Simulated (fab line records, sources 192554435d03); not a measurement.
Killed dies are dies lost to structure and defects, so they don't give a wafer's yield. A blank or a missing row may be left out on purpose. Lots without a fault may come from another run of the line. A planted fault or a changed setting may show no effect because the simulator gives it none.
Which tool did it? | flow n5_finfet | 24 lots, 72 wafers sampled, at 6 steps of a route of 1938

WHAT THE GAUGES READ, wafer by wafer
The record holds no reading of a measuring or inspecting step that can be judged against a usual standard deviation.

WHICH TOOL RAN EACH LOT (tool, then ch and the chambers of the sampled wafers, then the start)
lot  | N5_BEOL_M4_ANNEAL_89         | N5_BEOL_M5_TRENCH_ETCH_37                     | N5_BEOL_M5_SPUTTER_90        | N5_BEOL_M5_PRE_CLEAN_77          | N5_BEOL_M6_PECVD_70             | N5_BEOL_M6_HM_DEP_02
L075 | pvd_sputter-03, day 8 07:23  | rie_diel-01 ch 0,2, day 8 19:50 or earlier    | pvd_sputter-01, day 8 19:50  | cvd_co-01 ch 1,2, day 9 00:12    | pecvd-03 ch 0,2, day 9 01:06    | pvd_sputter-01, day 9 02:19
L074 | pvd_sputter-01, day 8 12:10  | rie_diel-02 ch 0,2,3, day 9 07:08 or earlier  | pvd_sputter-01, day 9 07:08  | cvd_co-01 ch 0,1, day 9 08:43    | pecvd-01 ch 0,2, day 9 09:37    | pvd_sputter-03, day 9 10:25
L076 | pvd_sputter-02, day 8 18:32  | rie_diel-02 ch 0,1,3, day 9 10:02 or earlier  | pvd_sputter-02, day 9 10:02  | cvd_co-01 ch 0,1, day 9 11:01    | pecvd-04 ch 0,1,2, day 9 12:25  | pvd_sputter-01, day 9 15:06
L077 | pvd_sputter-01, day 9 01:11  | rie_diel-03 ch 1,2,3, day 9 15:49 or earlier  | pvd_sputter-02, day 9 15:49  | cvd_co-02 ch 1,2, day 9 16:38    | pecvd-01 ch 0,2, day 9 17:32    | pvd_sputter-03, day 9 18:55
L078 | pvd_sputter-02, day 9 02:22  | rie_diel-01 ch 0,1,2, day 9 22:51 or earlier  | pvd_sputter-01, day 9 22:51  | cvd_co-02 ch 0,1,2, day 10 02:02 | pecvd-04 ch 0,1,2, day 10 02:57 | pvd_sputter-01, day 10 04:23
L079 | pvd_sputter-03, day 9 17:13  | rie_diel-01 ch 0,2,3, day 10 09:11 or earlier | pvd_sputter-01, day 10 09:11 | cvd_co-02 ch 1,2, day 10 11:50   | pecvd-04 ch 0,2, day 10 13:14   | pvd_sputter-03, day 10 16:34
L082 | pvd_sputter-01, day 10 11:19 | rie_diel-01 ch 2,3, day 11 03:02 or earlier   | pvd_sputter-01, day 11 03:02 | cvd_co-01 ch 0,1,2, day 11 07:50 | pecvd-04 ch 0,1,2, day 11 08:44 | pvd_sputter-02, day 11 09:38
L081 | pvd_sputter-01, day 10 16:38 | rie_diel-02 ch 0,2,3, day 11 07:29 or earlier | pvd_sputter-01, day 11 07:29 | cvd_co-01 ch 0,2, day 11 10:05   | pecvd-01 ch 0,1,2, day 11 10:59 | pvd_sputter-02, day 11 11:02
L080 | pvd_sputter-02, day 10 19:36 | rie_diel-02 ch 0,3, day 11 15:40 or earlier   | pvd_sputter-01, day 11 15:40 | cvd_co-02 ch 0,1,2, day 11 17:10 | pecvd-03 ch 1,2, day 11 18:10   | pvd_sputter-02, day 11 22:32
L084 | pvd_sputter-02, day 10 23:51 | rie_diel-02 ch 0,3, day 11 19:45 or earlier   | pvd_sputter-02, day 11 19:45 | cvd_co-02 ch 0,2, day 11 20:35   | pecvd-03 ch 0,2, day 11 21:29   | pvd_sputter-02, day 12 00:59
L083 | pvd_sputter-03, day 11 03:31 | rie_diel-01 ch 1,2,3, day 11 21:40 or earlier | pvd_sputter-01, day 11 21:40 | cvd_co-01 ch 1,2, day 11 22:29   | pecvd-04 ch 0,1, day 11 23:25   | pvd_sputter-02, day 12 01:05
L085 | pvd_sputter-02, day 11 06:37 | rie_diel-02 ch 0,1,2, day 12 02:05 or earlier | pvd_sputter-01, day 12 02:05 | cvd_co-01 ch 0,2, day 12 03:14   | pecvd-01 ch 0,2, day 12 04:08   | pvd_sputter-02, day 12 04:17
L086 | pvd_sputter-02, day 11 21:10 | rie_diel-03 ch 0,1,2, day 12 08:51 or earlier | pvd_sputter-02, day 12 08:51 | cvd_co-01 ch 0,1, day 12 10:02   | pecvd-01 ch 1,2, day 12 10:57   | pvd_sputter-02, day 12 11:39
L088 | pvd_sputter-01, day 12 14:43 | rie_diel-01 ch 1,2, day 13 05:52 or earlier   | pvd_sputter-03, day 13 05:52 | cvd_co-01 ch 0,2, day 13 06:59   | pecvd-04 ch 0,1,2, day 13 07:53 | pvd_sputter-03, day 13 08:44
L087 | pvd_sputter-01, day 12 17:35 | rie_diel-02 ch 1,3, day 13 07:01 or earlier   | pvd_sputter-01, day 13 07:01 | cvd_co-01 ch 1,2, day 13 07:51   | pecvd-04 ch 0,1, day 13 08:45   | pvd_sputter-03, day 13 09:06
L091 | pvd_sputter-02, day 12 20:26 | rie_diel-02 ch 0,1,2, day 13 11:12 or earlier | pvd_sputter-02, day 13 11:12 | cvd_co-02 ch 0,1,2, day 13 12:02 | pecvd-01 ch 0,1,2, day 13 12:56 | pvd_sputter-01, day 13 13:29
L089 | pvd_sputter-02, day 13 02:02 | rie_diel-03 ch 0,2,3, day 13 14:55 or earlier | pvd_sputter-03, day 13 14:55 | cvd_co-02 ch 0,2, day 13 15:56   | pecvd-01 ch 0,1,2, day 13 16:53 | pvd_sputter-01, day 13 17:40
L092 | pvd_sputter-03, day 13 20:42 | rie_diel-01 ch 0,1,2, day 14 10:26 or earlier | pvd_sputter-02, day 14 10:26 | cvd_co-01 ch 0,1,2, day 14 11:17 | pecvd-03 ch 0,1,2, day 14 12:19 | pvd_sputter-03, day 14 14:18
L090 | pvd_sputter-01, day 13 21:29 | rie_diel-01 ch 0,1, day 14 11:04 or earlier   | pvd_sputter-03, day 14 11:04 | cvd_co-01 ch 0,1, day 14 11:53   | pecvd-03 ch 0,2, day 14 12:56   | pvd_sputter-02, day 14 14:44
L093 | pvd_sputter-02, day 14 03:41 | rie_diel-02 ch 0,1,3, day 14 15:50 or earlier | pvd_sputter-01, day 14 15:50 | cvd_co-02 ch 0,1, day 14 16:49   | pecvd-01 ch 0,1,2, day 14 17:43 | pvd_sputter-01, day 14 18:07
L094 | pvd_sputter-01, day 14 16:53 | rie_diel-02 ch 0,1,2, day 15 12:47 or earlier | pvd_sputter-02, day 15 12:47 | cvd_co-02 ch 0,1,2, day 15 13:38 | pecvd-04 ch 0,1,2, day 15 14:32 | pvd_sputter-01, day 15 14:38
L095 | pvd_sputter-02, day 14 17:07 | rie_diel-01 ch 1,2, day 15 12:39 or earlier   | pvd_sputter-03, day 15 12:39 | cvd_co-02 ch 0,1,2, day 15 13:29 | pecvd-01 ch 0,2, day 15 14:23   | pvd_sputter-02, day 15 14:26
L096 | pvd_sputter-03, day 15 01:06 | rie_diel-03 ch 0,3, day 15 19:28 or earlier   | pvd_sputter-02, day 15 19:28 | cvd_co-01 ch 0,1, day 15 20:17   | pecvd-03 ch 1,2, day 15 21:21   | pvd_sputter-01, day 15 22:01
L097 | pvd_sputter-02, day 15 02:55 | rie_diel-02 ch 0,3, day 15 19:36 or earlier   | pvd_sputter-01, day 15 19:36 | cvd_co-02 ch 0,1, day 15 20:26   | pecvd-01 ch 0,1, day 15 21:21   | pvd_sputter-01, day 15 22:12
- N5_BEOL_M4_ANNEAL_89: time 240 s.
- N5_BEOL_M5_TRENCH_ETCH_37: etches SiCOH lowk in C4F6/O2, target depth 71.652 nm, time 24.7 s.
- N5_BEOL_M5_SPUTTER_90: material Cu, target thk 4.5 nm, time 8.29 s.
- N5_BEOL_M5_PRE_CLEAN_77: time 15 s.
- N5_BEOL_M6_PECVD_70: deposits SiO2 from TEOS/O2, target thk 20 nm, time 22.7 s.
- N5_BEOL_M6_HM_DEP_02: deposits TiN, target thk 20 nm.

WHAT THE TOOLS THEMSELVES READ (means of the sampled wafers that have a number; where no wafer has one, the mark that the record gives instead)
N5_BEOL_M4_ANNEAL_89. Usual: heater_power_w 855 W, standard deviation 120.
lot  | tool           | heater_power_w (W) | flag
L075 | pvd_sputter-03 | 807                |
L074 | pvd_sputter-01 | 781                |
L076 | pvd_sputter-02 | 935                |
L077 | pvd_sputter-01 | 890                |
L078 | pvd_sputter-02 | 921                |
L079 | pvd_sputter-03 | 749                |
L082 | pvd_sputter-01 | 873                |
L081 | pvd_sputter-01 | 897                |
L080 | pvd_sputter-02 | 932                |
L084 | pvd_sputter-02 | 920                |
L083 | pvd_sputter-03 | 863                |
L085 | pvd_sputter-02 | 861                |
L086 | pvd_sputter-02 | 854                |
L088 | pvd_sputter-01 | 658                |
L087 | pvd_sputter-01 | 780                |
L091 | pvd_sputter-02 | 934                |
L089 | pvd_sputter-02 | 949                |
L092 | pvd_sputter-03 | 808                |
L090 | pvd_sputter-01 | 880                |
L093 | pvd_sputter-02 | 867                |
L094 | pvd_sputter-01 | 756                |
L095 | pvd_sputter-02 | 853                |
L096 | pvd_sputter-03 | 773                |
L097 | pvd_sputter-02 | 938                |

N5_BEOL_M5_TRENCH_ETCH_37. Usual: chamber_pressure_mTorr 30.004 mTorr, standard deviation 0.028; drypump_motor_current_A 5.7 A, standard deviation 0.35; oes_product_au 0.75 a.u., standard deviation 0.075; rf_vpp_V 667 V, standard deviation 11; showerhead_plenum_p_Torr 2.86 Torr, standard deviation 0.093; throttle_valve_pct 21.13 %, standard deviation 0.22.
lot  | tool        | chamber_pressure_mTorr (mTorr) | drypump_motor_current_A (A) | oes_product_au (a.u.) | rf_vpp_V (V) | showerhead_plenum_p_Torr (Torr) | throttle_valve_pct (%) | flag
L075 | rie_diel-01 | 29.997                         | 5.6                         | 0.73                  | 664          | 2.87                            | 21.22                  |
L074 | rie_diel-02 | 30.008                         | 5.5                         | 0.83                  | 667          | 2.89                            | 20.98                  |
L076 | rie_diel-02 | 29.993                         | 5.5                         | 0.84                  | 675          | 2.92                            | 20.94                  |
L077 | rie_diel-03 | 30.014                         | 5.6                         | 0.81                  | 668          | 2.89                            | 21.15                  |
L078 | rie_diel-01 | 29.984                         | 5.7                         | 0.73                  | 665          | 2.86                            | 21.21                  |
L079 | rie_diel-01 | 30.026                         | 5.9                         | 0.73                  | 666          | 2.82                            | 21.13                  |
L082 | rie_diel-01 | 30.017                         | 5.8                         | 0.72                  | 667          | 2.85                            | 21.12                  |
L081 | rie_diel-02 | 29.986                         | 5.5                         | 0.83                  | 666          | 2.88                            | 21.00                  |
L080 | rie_diel-02 | 30.002                         | 5.6                         | 0.85                  | 674          | 2.87                            | 20.75                  |
L084 | rie_diel-02 | 29.978                         | 5.3                         | 0.89                  | 679          | 2.95                            | 20.96                  |
L083 | rie_diel-01 | 29.977                         | 6.0                         | 0.72                  | 667          | 2.82                            | 21.13                  |
L085 | rie_diel-02 | 30.022                         | 5.7                         | 0.74                  | 662          | 2.84                            | 21.01                  |
L086 | rie_diel-03 | 30.009                         | 5.6                         | 0.79                  | 674          | 2.89                            | 21.09                  |
L088 | rie_diel-01 | 29.993                         | 5.8                         | 0.71                  | 666          | 2.85                            | 21.24                  |
L087 | rie_diel-02 | 29.973                         | 5.2                         | 0.83                  | 681          | 3.00                            | 21.18                  |
L091 | rie_diel-02 | 30.022                         | 5.7                         | 0.74                  | 662          | 2.84                            | 21.01                  |
L089 | rie_diel-03 | 30.021                         | 5.4                         | 0.72                  | 664          | 2.83                            | 21.23                  |
L092 | rie_diel-01 | 30.004                         | 5.7                         | 0.71                  | 664          | 2.85                            | 21.26                  |
L090 | rie_diel-01 | 29.997                         | 5.8                         | 0.69                  | 665          | 2.83                            | 21.27                  |
L093 | rie_diel-02 | 30.004                         | 5.5                         | 0.80                  | 674          | 2.91                            | 21.00                  |
L094 | rie_diel-02 | 30.009                         | 5.7                         | 0.73                  | 662          | 2.83                            | 21.04                  |
L095 | rie_diel-01 | 29.982                         | 5.7                         | 0.71                  | 664          | 2.87                            | 21.26                  |
L096 | rie_diel-03 | 30.000                         | 5.5                         | 0.71                  | 660          | 2.82                            | 21.30                  |
L097 | rie_diel-02 | 30.021                         | 5.3                         | 0.85                  | 678          | 2.94                            | 21.02                  |

N5_BEOL_M5_SPUTTER_90. Usual: throttle_valve_pct 30.8 %, standard deviation 0.98.
lot  | tool           | throttle_valve_pct (%) | flag
L075 | pvd_sputter-01 | 31.2                   |
L074 | pvd_sputter-01 | 31.3                   |
L076 | pvd_sputter-02 | 30.7                   |
L077 | pvd_sputter-02 | 31.3                   |
L078 | pvd_sputter-01 | 31.3                   |
L079 | pvd_sputter-01 | 30.8                   |
L082 | pvd_sputter-01 | 30.8                   |
L081 | pvd_sputter-01 | 30.7                   |
L080 | pvd_sputter-01 | 30.4                   |
L084 | pvd_sputter-02 | 32.2                   |
L083 | pvd_sputter-01 | 30.3                   |
L085 | pvd_sputter-01 | 31.3                   |
L086 | pvd_sputter-02 | 30.7                   |
L088 | pvd_sputter-03 | 30.2                   |
L087 | pvd_sputter-01 | 31.4                   |
L091 | pvd_sputter-02 | 30.3                   |
L089 | pvd_sputter-03 | 30.2                   |
L092 | pvd_sputter-02 | 30.9                   |
L090 | pvd_sputter-03 | 30.9                   |
L093 | pvd_sputter-01 | 31.5                   |
L094 | pvd_sputter-02 | 30.8                   |
L095 | pvd_sputter-03 | 29.5                   |
L096 | pvd_sputter-02 | 30.7                   |
L097 | pvd_sputter-01 | 31.2                   |

N5_BEOL_M5_PRE_CLEAN_77. Usual: heater_power_w 84 W, standard deviation 13.
lot  | tool      | heater_power_w (W) | flag
L075 | cvd_co-01 | 81                 |
L074 | cvd_co-01 | 90                 |
L076 | cvd_co-01 | 90                 |
L077 | cvd_co-02 | 79                 |
L078 | cvd_co-02 | 79                 |
L079 | cvd_co-02 | 73                 |
L082 | cvd_co-01 | 89                 |
L081 | cvd_co-01 | 89                 |
L080 | cvd_co-02 | 79                 |
L084 | cvd_co-02 | 73                 |
L083 | cvd_co-01 | 80                 |
L085 | cvd_co-01 | 89                 |
L086 | cvd_co-01 | 100                |
L088 | cvd_co-01 | 99                 |
L087 | cvd_co-01 | 81                 |
L091 | cvd_co-02 | 78                 |
L089 | cvd_co-02 | 72                 |
L092 | cvd_co-01 | 89                 |
L090 | cvd_co-01 | 92                 |
L093 | cvd_co-02 | 85                 |
L094 | cvd_co-02 | 79                 |
L095 | cvd_co-02 | 80                 |
L096 | cvd_co-01 | 94                 |
L097 | cvd_co-02 | 86                 |

N5_BEOL_M6_PECVD_70. Usual: heater_power_w 659 W, standard deviation 69; showerhead_plenum_p_Torr 8.80 Torr, standard deviation 0.048; throttle_valve_pct 22.2 %, standard deviation 1.2.
lot  | tool     | heater_power_w (W) | showerhead_plenum_p_Torr (Torr) | throttle_valve_pct (%) | flag
L075 | pecvd-03 | 737                | 8.82                            | 23.5                   |
L074 | pecvd-01 | 631                | 8.81                            | 20.7                   |
L076 | pecvd-04 | 607                | 8.78                            | 22.6                   |
L077 | pecvd-01 | 656                | 8.79                            | 21.0                   |
L078 | pecvd-04 | 643                | 8.78                            | 22.8                   |
L079 | pecvd-04 | 654                | 8.73                            | 22.5                   |
L082 | pecvd-04 | 683                | 8.78                            | 22.8                   |
L081 | pecvd-01 | 698                | 8.78                            | 21.6                   |
L080 | pecvd-03 | 652                | 8.81                            | 21.6                   |
L084 | pecvd-03 | 779                | 8.80                            | 22.9                   |
L083 | pecvd-04 | 682                | 8.74                            | 22.6                   |
L085 | pecvd-01 | 646                | 8.80                            | 21.1                   |
L086 | pecvd-01 | 617                | 8.81                            | 22.2                   |
L088 | pecvd-04 | 679                | 8.77                            | 22.8                   |
L087 | pecvd-04 | 609                | 8.80                            | 22.8                   |
L091 | pecvd-01 | 606                | 8.80                            | 21.6                   |
L089 | pecvd-01 | 652                | 8.81                            | 21.6                   |
L092 | pecvd-03 | 657                | 8.82                            | 22.7                   |
L090 | pecvd-03 | 725                | 8.81                            | 22.0                   |
L093 | pecvd-01 | 647                | 8.80                            | 21.8                   |
L094 | pecvd-04 | 654                | 8.79                            | 23.0                   |
L095 | pecvd-01 | 712                | 8.79                            | 21.1                   |
L096 | pecvd-03 | 612                | 8.81                            | 21.2                   |
L097 | pecvd-01 | 705                | 8.78                            | 22.4                   |

N5_BEOL_M6_HM_DEP_02. Usual: throttle_valve_pct 30.8 %, standard deviation 0.97.
lot  | tool           | throttle_valve_pct (%) | flag
L075 | pvd_sputter-01 | 30.8                   |
L074 | pvd_sputter-03 | 31.0                   |
L076 | pvd_sputter-01 | 30.2                   |
L077 | pvd_sputter-03 | 30.5                   |
L078 | pvd_sputter-01 | 30.3                   |
L079 | pvd_sputter-03 | 30.1                   |
L082 | pvd_sputter-02 | 30.5                   |
L081 | pvd_sputter-02 | 30.6                   |
L080 | pvd_sputter-02 | 30.8                   |
L084 | pvd_sputter-02 | 31.5                   |
L083 | pvd_sputter-02 | 31.4                   |
L085 | pvd_sputter-02 | 31.3                   |
L086 | pvd_sputter-02 | 30.9                   |
L088 | pvd_sputter-03 | 30.0                   |
L087 | pvd_sputter-03 | 30.9                   |
L091 | pvd_sputter-01 | 30.5                   |
L089 | pvd_sputter-01 | 31.4                   |
L092 | pvd_sputter-03 | 30.4                   |
L090 | pvd_sputter-02 | 30.6                   |
L093 | pvd_sputter-01 | 30.9                   |
L094 | pvd_sputter-01 | 31.2                   |
L095 | pvd_sputter-02 | 31.0                   |
L096 | pvd_sputter-01 | 30.5                   |
L097 | pvd_sputter-01 | 30.0                   |

THE ANSWER, worked out from the rows above alone
Rule: a lot is off if the mean of its wafers that have a number lies more than 3 standard deviations from the usual mean. A lot without any number at a reading at which 4 lots or more have one is off too. The other lots that the step has rows for count as sound. The gauges are gone through in route order, then the tools' own readings, and for those a lot's mean is taken as printed above. The first step at which some lot is off is used, and at that step the reading that is off furthest; a lot without a number counts as furthest.
No lot is off at any reading shown: from this, nothing can be told.

WHAT THE SIMULATOR HAD PUT IN
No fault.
